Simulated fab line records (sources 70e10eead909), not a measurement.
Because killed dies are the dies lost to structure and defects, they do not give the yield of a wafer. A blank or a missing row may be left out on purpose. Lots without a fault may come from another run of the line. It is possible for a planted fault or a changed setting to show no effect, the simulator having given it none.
Which of the tools did it?	flow nand harc	24 lots, 72 wafers sampled, at 6 steps of a route of 1302

WHAT EACH GAUGE READ, for each wafer
NHARC_A_M0_CD_MEAS_09: target cd 80 nm.
lot	measured	on	cd nm (nm)
L074	day 22 09:25	cd sem-01	80.0 80.0 80.7
L075	day 23 02:47	cd sem-03	79.6 79.9 80.3
L076	day 23 05:36	cd sem-01	79.8 79.1 79.2
L077	day 23 10:21	cd sem-01	80.6 79.2 80.0
L078	day 24 01:55	cd sem-01	79.6 80.1 79.4
L080	day 24 15:17	cd sem-01	79.8 79.7 80.0
L079	day 24 19:40	cd sem-03	80.5 79.4 79.5
L081	day 25 06:26	cd sem-02	79.4 80.1 79.7
L082	day 26 09:37	cd sem-01	80.5 80.7 79.9
L083	day 26 11:02	cd sem-01	78.5 79.3 79.2
L084	day 26 12:27	cd sem-02	80.7 80.8 80.5
L086	day 26 23:58	cd sem-03	80.1 80.2 80.4
L085	day 27 01:46	cd sem-01	80.6 80.6 79.6
L089	day 27 22:25	cd sem-02	79.9 80.9 80.1
L087	day 28 06:35	cd sem-01	80.1 80.6 81.0
L088	day 28 06:44	cd sem-02	80.2 79.8 79.8
L091	day 29 05:59	cd sem-02	81.0 79.7 79.6
L090	day 29 22:47	cd sem-03	79.9 80.7 80.4
L094	day 30 17:38	cd sem-03	79.9 79.8 80.0
L092	day 30 19:37	cd sem-03	79.6 79.3 80.2
L093	day 30 20:41	cd sem-03	79.2 79.5 79.8
L096	day 31 04:12	cd sem-01	79.2 78.9 79.1
L095	day 31 09:59	cd sem-03	79.9 79.3 79.5
L097	day 31 23:50	cd sem-02	78.8 79.0 79.4

NHARC_A_M1_INSPECT_11.
lot	measured	on	raw defect count
L074	day 22 13:55	defect inspect-02	152 153 146
L075	day 23 06:55	defect inspect-02	123 108 109
L076	day 23 09:45	defect inspect-01	72 73 72
L077	day 23 14:34	defect inspect-01	149 163 175
L078	day 24 06:17	defect inspect-02	104 116 111
L080	day 24 19:41	defect inspect-01	72 72 62
L079	day 25 00:10	defect inspect-02	98 81 75
L081	day 25 10:55	defect inspect-02	149 144 161
L082	day 26 13:49	defect inspect-02	138 126 146
L083	day 26 15:16	defect inspect-01	72 66 62
L084	day 26 16:30	defect inspect-02	66 107 91
L086	day 27 04:02	defect inspect-01	102 99 73
L085	day 27 05:57	defect inspect-01	71 72 88
L089	day 28 02:35	defect inspect-01	40 45 47
L087	day 28 10:46	defect inspect-02	66 85 73
L088	day 28 10:55	defect inspect-01	71 57 73
L091	day 29 10:05	defect inspect-01	118 132 116
L090	day 30 03:00	defect inspect-02	154 142 140
L094	day 30 21:52	defect inspect-02	123 138 135
L092	day 30 23:40	defect inspect-01	76 67 43
L093	day 31 00:55	defect inspect-02	72 69 68
L096	day 31 08:14	defect inspect-02	131 115 130
L095	day 31 14:10	defect inspect-02	18 17 18
L097	day 32 04:14	defect inspect-01	74 77 75

WHICH TOOL RAN EACH LOT (tool, then ch and the chambers of the sampled wafers, then the start)
lot	NHARC_A_BLC_DESCUM_15	NHARC_A_BLC_ETCH_16	NHARC_A_M0_STRIP_18	NHARC_A_M0_CMP_23
L074	rie diel-12 ch 2,3, day 22 05:41	rie diel-12 ch 0,2, day 22 05:46	rie diel-02 ch 0,2, day 22 10:01	cmp-03 ch 0,1,2, day 22 11:55
L075	rie diel-12 ch 0,2,3, day 22 22:39	rie diel-12 ch 0,1, day 22 22:44	rie diel-02 ch 1,2,3, day 23 03:24	cmp-01 ch 0,1,3, day 23 04:59
L076	rie diel-13 ch 2,3, day 23 01:46	rie diel-13 ch 0,1,3, day 23 01:52	rie diel-02 ch 1,2,3, day 23 06:12	cmp-01 ch 0,1, day 23 07:47
L077	rie diel-13 ch 0,1,2, day 23 06:31	rie diel-13 ch 0,2,3, day 23 06:36	rie diel-03 ch 1,2,3, day 23 10:55	cmp-02 ch 1,2,3, day 23 12:32
L078	rie diel-07 ch 0,1, day 23 22:02	rie diel-07 ch 0,1, day 23 22:08	rie diel-11 ch 1,2,3, day 24 02:29	cmp-01 ch 1,2, day 24 04:26
L080	rie diel-12 ch 0,1,3, day 24 11:27	rie diel-12 ch 2,3, day 24 11:32	rie diel-03 ch 0,2,3, day 24 15:51	cmp-01 ch 0,2,3, day 24 17:41
L079	rie diel-07 ch 1,2,3, day 24 15:48	rie diel-07 ch 0,2,3, day 24 15:53	rie diel-03 ch 2,3, day 24 20:13	cmp-03 ch 1,2,3, day 24 21:56
L081	rie diel-13 ch 1,2,3, day 25 02:36	rie diel-13 ch 0,1,3, day 25 02:41	rie diel-02 ch 0,1,3, day 25 07:02	cmp-02 ch 1,2,3, day 25 09:03
L082	rie diel-13 ch 0,1, day 26 05:46	rie diel-13 ch 1,3, day 26 05:52	rie diel-03 ch 0,2,3, day 26 10:11	cmp-02 ch 0,2, day 26 11:51
L083	rie diel-13 ch 0,2,3, day 26 06:58	rie diel-13 ch 0,1,3, day 26 07:04	rie diel-03 ch 1,2,3, day 26 11:37	cmp-03 ch 0,1,3, day 26 13:17
L084	rie diel-12 ch 0,3, day 26 08:37	rie diel-12 ch 2,3, day 26 08:42	rie diel-03 ch 0,1, day 26 13:01	cmp-02 ch 1,2, day 26 14:38
L086	rie diel-12 ch 0,2, day 26 20:11	rie diel-12 ch 0,3, day 26 20:16	rie diel-03 ch 0,3, day 27 00:32	cmp-03 ch 0,1,3, day 27 02:13
L085	rie diel-13 ch 0,2, day 26 21:53	rie diel-13 ch 1,2,3, day 26 21:59	rie diel-02 ch 0,1,2, day 27 02:22	cmp-02 ch 1,3, day 27 03:59
L089	rie diel-13 ch 0,1,2, day 27 18:41	rie diel-13 ch 0,1,2, day 27 18:46	rie diel-02 ch 0,2,3, day 27 23:01	cmp-02 ch 2,3, day 28 00:38
L087	rie diel-12 ch 0,1,3, day 28 02:25	rie diel-12 ch 0,1,3, day 28 02:29	rie diel-11 ch 0,3, day 28 07:08	cmp-02 ch 2,3, day 28 08:46
L088	rie diel-13 ch 0,3, day 28 02:47	rie diel-13 ch 0,1,2, day 28 02:53	rie diel-02 ch 1,2, day 28 07:19	cmp-01 ch 2,3, day 28 08:55
L091	rie diel-12 ch 2,3, day 29 02:17	rie diel-12 ch 1,3, day 29 02:22	rie diel-02 ch 1,3, day 29 06:34	cmp-03 ch 0,2,3, day 29 08:16
L090	rie diel-13 ch 1,3, day 29 18:56	rie diel-13 ch 0,1,2, day 29 19:01	rie diel-02 ch 1,2,3, day 29 23:23	cmp-03 ch 0,3, day 30 01:01
L094	rie diel-07 ch 0,1,2, day 30 11:07	rie diel-07 ch 1,2,3, day 30 11:13	rie diel-02 ch 1,2, day 30 18:13	cmp-03 ch 0,1,2, day 30 19:53
L092	rie diel-13 ch 1,2,3, day 30 15:47	rie diel-13 ch 2,3, day 30 15:50	rie diel-03 ch 2,3, day 30 20:10	cmp-03 ch 2,3, day 30 21:50
L093	rie diel-12 ch 2,3, day 30 16:34	rie diel-12 ch 0,1,3, day 30 16:57	rie diel-03 ch 0,1, day 30 21:16	cmp-01 ch 1,2, day 30 22:56
L096	rie diel-13 ch 1,2,3, day 31 00:04	rie diel-13 ch 0,1,3, day 31 00:08	rie diel-11 ch 0,2,3, day 31 04:50	cmp-02 ch 1,2, day 31 06:24
L095	rie diel-12 ch 0,3, day 31 06:07	rie diel-12 ch 1,3, day 31 06:12	rie diel-03 ch 0,2,3, day 31 10:33	cmp-01 ch 1,2,3, day 31 12:14
L097	rie diel-13 ch 0,2,3, day 31 20:01	rie diel-13 ch 0,1,3, day 31 20:05	rie diel-03 ch 1,3, day 32 00:25	cmp-01 ch 0,2, day 32 02:16
- NHARC_A_BLC_DESCUM_15: chemistry O2, time 3 s.
- NHARC_A_BLC_ETCH_16: etches the open film in CF4, target depth 39 nm, time 65 s.
- NHARC_A_M0_STRIP_18: strips in N2/H2.
- NHARC_A_M0_CMP_23: polishes, t overpolish 20 s, target thk 113.75 nm.

WHAT THE TOOLS THEMSELVES READ (means of the sampled wafers that have a number; where no wafer has one, the mark that the record gives instead)
NHARC_A_BLC_DESCUM_15.
lot	tool	drypump motor current A (A)	oes product au (a.u.)	rf vpp V (V)	showerhead plenum p Torr (Torr)	throttle valve pct (%)
L074	rie diel-12	6.4	0.997	58.3	1.87	11.306
L075	rie diel-12	6.3	1.001	57.9	1.90	11.312
L076	rie diel-13	5.8	1.008	57.9	1.96	11.316
L077	rie diel-13	6.2	1.003	57.3	1.93	11.309
L078	rie diel-07	5.7	1.006	58.2	1.94	11.314
L080	rie diel-12	6.1	1.005	56.7	1.93	11.312
L079	rie diel-07	5.7	0.999	58.3	1.89	11.308
L081	rie diel-13	6.0	0.999	58.3	1.99	11.313
L082	rie diel-13	6.4	1.004	58.8	1.95	11.305
L083	rie diel-13	6.0	0.998	58.0	1.94	11.317
L084	rie diel-12	6.4	0.996	57.9	1.95	11.317
L086	rie diel-12	6.3	0.995	58.3	1.85	11.309
L085	rie diel-13	6.3	1.009	57.7	1.88	11.312
L089	rie diel-13	6.2	1.006	56.7	1.92	11.313
L087	rie diel-12	6.1	0.992	58.0	1.93	11.310
L088	rie diel-13	6.4	1.003	57.4	1.92	11.317
L091	rie diel-12	6.4	1.000	56.4	1.83	11.305
L090	rie diel-13	6.0	1.004	58.4	2.02	11.303
L094	rie diel-07	5.6	1.005	57.3	1.89	11.304
L092	rie diel-13	6.0	0.998	57.7	1.98	11.311
L093	rie diel-12	6.4	1.001	57.5	1.83	11.314
L096	rie diel-13	6.0	1.007	58.2	1.98	11.317
L095	rie diel-12	6.3	0.997	57.6	1.97	11.314
L097	rie diel-13	6.1	1.002	58.5	1.94	11.313

NHARC_A_BLC_ETCH_16.
lot	tool	drypump motor current A (A)	oes product au (a.u.)	rf fwd power W (W)	rf vpp V (V)	showerhead plenum p Torr (Torr)	throttle valve pct (%)
L074	rie diel-12	6.2	0.995	295.0	151.6	1.78	13.281
L075	rie diel-12	5.9	1.002	297.6	151.2	1.77	13.279
L076	rie diel-13	6.3	1.000	296.0	152.2	1.81	13.280
L077	rie diel-13	6.1	1.000	298.3	151.1	1.79	13.280
L078	rie diel-07	5.6	0.995	297.8	151.3	1.76	13.281
L080	rie diel-12	6.4	0.998	297.9	150.6	1.73	13.282
L079	rie diel-07	5.8	0.994	296.4	151.6	1.78	13.292
L081	rie diel-13	6.2	1.009	297.7	153.3	1.81	13.282
L082	rie diel-13	6.1	1.002	296.8	152.0	1.87	13.271
L083	rie diel-13	6.3	1.000	297.2	151.3	1.81	13.283
L084	rie diel-12	6.4	1.000	297.7	150.1	1.69	13.274
L086	rie diel-12	6.4	1.010	296.9	152.1	1.80	13.280
L085	rie diel-13	6.0	1.002	297.1	151.7	1.83	13.282
L089	rie diel-13	6.2	1.006	296.3	151.3	1.78	13.282
L087	rie diel-12	6.1	0.995	297.7	151.0	1.78	13.289
L088	rie diel-13	6.2	0.999	297.4	151.6	1.78	13.275
L091	rie diel-12	6.2	0.999	297.7	150.7	1.76	13.285
L090	rie diel-13	6.2	1.005	296.8	152.4	1.78	13.283
L094	rie diel-07	5.7	0.998	297.3	151.3	1.74	13.289
L092	rie diel-13	5.8	0.999	297.0	152.7	1.81	13.287
L093	rie diel-12	6.1	1.000	297.6	151.7	1.78	13.290
L096	rie diel-13	6.2	1.004	296.0	151.6	1.81	13.292
L095	rie diel-12	6.0	1.000	297.9	150.8	1.74	13.282
L097	rie diel-13	6.3	0.996	297.0	152.0	1.81	13.286

NHARC_A_M0_STRIP_18.
lot	tool	drypump motor current A (A)	n2 flow sccm (sccm)	oes product au (a.u.)	rf fwd power W (W)	rf vpp V (V)	showerhead plenum p Torr (Torr)	throttle valve pct (%)
L074	rie diel-02	5.9	149.2	0.998	997	91.7	2.12	14.167
L075	rie diel-02	6.2	149.8	0.999	999	91.9	2.17	14.170
L076	rie diel-02	6.2	149.4	0.997	997	92.0	2.17	14.165
L077	rie diel-03	5.6	150.2	1.000	993	91.0	2.08	14.170
L078	rie diel-11	6.0	149.7	0.993	999	91.0	2.10	14.168
L080	rie diel-03	5.5	150.0	0.998	996	91.2	2.14	14.168
L079	rie diel-03	5.2	150.4	1.006	995	90.0	2.16	14.170
L081	rie diel-02	6.1	149.9	0.995	995	90.8	2.14	14.173
L082	rie diel-03	5.5	149.5	0.995	1000	91.4	2.14	14.173
L083	rie diel-03	5.6	150.3	1.001	998	90.7	2.08	14.184
L084	rie diel-03	5.6	150.0	1.002	996	91.3	2.04	14.165
L086	rie diel-03	5.3	150.4	1.001	997	91.2	2.12	14.168
L085	rie diel-02	6.1	149.7	0.991	996	90.8	2.12	14.171
L089	rie diel-02	6.0	150.1	1.005	996	91.2	2.13	14.177
L087	rie diel-11	5.9	149.8	1.002	996	90.3	2.08	14.166
L088	rie diel-02	6.1	150.1	1.004	996	90.6	2.15	14.174
L091	rie diel-02	6.3	149.9	0.998	1002	92.2	2.17	14.175
L090	rie diel-02	6.2	149.9	0.996	997	92.1	2.16	14.160
L094	rie diel-02	6.2	150.1	0.994	1001	91.0	2.15	14.179
L092	rie diel-03	5.7	149.6	1.003	997	91.5	2.15	14.167
L093	rie diel-03	5.6	150.1	1.003	1003	90.0	1.98	14.177
L096	rie diel-11	5.9	149.9	0.998	998	91.9	2.09	14.167
L095	rie diel-03	5.5	150.2	0.997	997	91.3	2.14	14.168
L097	rie diel-03	5.5	150.0	0.993	997	89.9	2.00	14.164

NHARC_A_M0_CMP_23.
lot	tool	motor current A (A)	time to endpoint s (s)
L074	cmp-03	12.7	27.0
L075	cmp-01	12.1	31.2
L076	cmp-01	12.8	28.7
L077	cmp-02	11.8	28.5
L078	cmp-01	12.8	30.8
L080	cmp-01	12.2	29.3
L079	cmp-03	12.3	30.8
L081	cmp-02	12.0	25.5
L082	cmp-02	12.5	24.4
L083	cmp-03	12.4	29.2
L084	cmp-02	11.9	28.3
L086	cmp-03	12.5	27.7
L085	cmp-02	12.3	29.0
L089	cmp-02	12.0	28.9
L087	cmp-02	12.7	30.9
L088	cmp-01	12.2	26.6
L091	cmp-03	12.4	27.9
L090	cmp-03	12.2	31.5
L094	cmp-03	12.8	29.7
L092	cmp-03	11.8	30.6
L093	cmp-01	12.7	24.6
L096	cmp-02	11.7	27.0
L095	cmp-01	11.6	28.7
L097	cmp-01	13.0	32.3

THE ANSWER, worked out from the rows above alone
Rule: usual is defined by the lots themselves. Put in order of their means at a reading, lots are off if they are a third of the lots or fewer, leave a main group of 4 or more, and stand apart from it by a gap of 3 or more times the standard deviation of the main group's means; of several such gaps the widest counts. The tables above print the reading to a certain number of digits; a main group whose means all agree to those digits is not used. A lot without any number at a reading at which 4 lots or more have one is off too. The other lots that the step has rows for count as sound. First the gauges in route order, then the tools' own readings, where a lot's mean is used as printed above. The first step at which some lot is off is used, and at that step the reading that is off furthest; a lot without a number counts as furthest.
Across all readings shown, no lot is off: no conclusion can be drawn from this.

WHAT THE SIMULATOR PUT IN
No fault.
